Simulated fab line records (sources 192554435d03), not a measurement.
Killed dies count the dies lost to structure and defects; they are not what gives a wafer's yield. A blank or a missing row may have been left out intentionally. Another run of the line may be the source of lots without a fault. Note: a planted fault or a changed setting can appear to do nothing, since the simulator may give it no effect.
Chamber matching | flow n5-finfet | N5_BEOL_M4_ALD_84 on ald-metal-01 has 4 sister chambers
The step deposits TaN, pulse time 2 s, purge time 3 s, co reactant purge time 2 s. 22 wafers are shown with their chamber, then 11 later ones without.

== WAFERS, EACH WITH ITS CHAMBER ==
wafer  | chamber | heater-power-w (W)
L075.1 | 1       | 366
L075.3 | 0       | 444
L075.5 | 0       | 430
L078.2 | 2       | 412
L078.4 | 1       | 358
L078.6 | 1       | 358
L080.1 | 2       | 428
L080.3 | 3       | 381
L080.5 | 2       | 434
L079.2 | 3       | 387
L079.3 | 0       | 431
L079.6 | 0       | 428
L083.3 | 3       | 391
L083.4 | 0       | 435
L083.5 | 1       | 357
L084.1 | 3       | 382
L084.2 | 1       | 360
L084.4 | 2       | 429
L088.2 | 2       | 429
L088.5 | 0       | 427
L088.6 | 3       | 378
L090.1 | 3       | 379

SIGNATURES, as means of the wafers listed above
reading        | chamber 0 | chamber 1 | chamber 2 | chamber 3 | scatter within a chamber
heater-power-w | 432.50    | 359.80    | 426.40    | 383.00    | 6.04
Rule: for a wafer and a chamber, the distance is found by dividing, reading by reading, the gap between the wafer's reading and the chamber's mean by the reading's scatter, squaring, summing and taking the root. The wafer belongs to the nearest chamber; if the next one is less than 2 further off, it can't be placed. The scatter is the square root of a quotient: the sum, over the shown wafers, of each reading's squared deviation from its chamber's mean, divided by wafers minus chambers.

== WAFERS WITH NO CHAMBER GIVEN ==
wafer  | heater-power-w (W)
L090.2 | 421
L090.6 | 434
L092.1 | 425
L092.2 | 367
L092.6 | 378
L094.1 | 384
L094.5 | 439
L094.6 | 375
L096.2 | 381
L096.3 | 419
L096.5 | 364

== WHICH CHAMBER EACH WENT THROUGH ==
wafer  | from the rows above     | in truth
L090.2 | can't be placed: 2 or 0 | 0
L090.6 | can't be placed: 0 or 2 | 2
L092.1 | can't be placed: 2 or 0 | 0
L092.2 | can't be placed: 1 or 3 | 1
L092.6 | 3                       | 3
L094.1 | 3                       | 3
L094.5 | can't be placed: 0 or 2 | 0
L094.6 | can't be placed: 3 or 1 | 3
L096.2 | 3                       | 3
L096.3 | can't be placed: 2 or 0 | 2
L096.5 | 1                       | 1
Placed correctly: 4 of 11. These rows do not allow placing 7 (true chamber among the candidates in 7). Placed wrongly: 0.
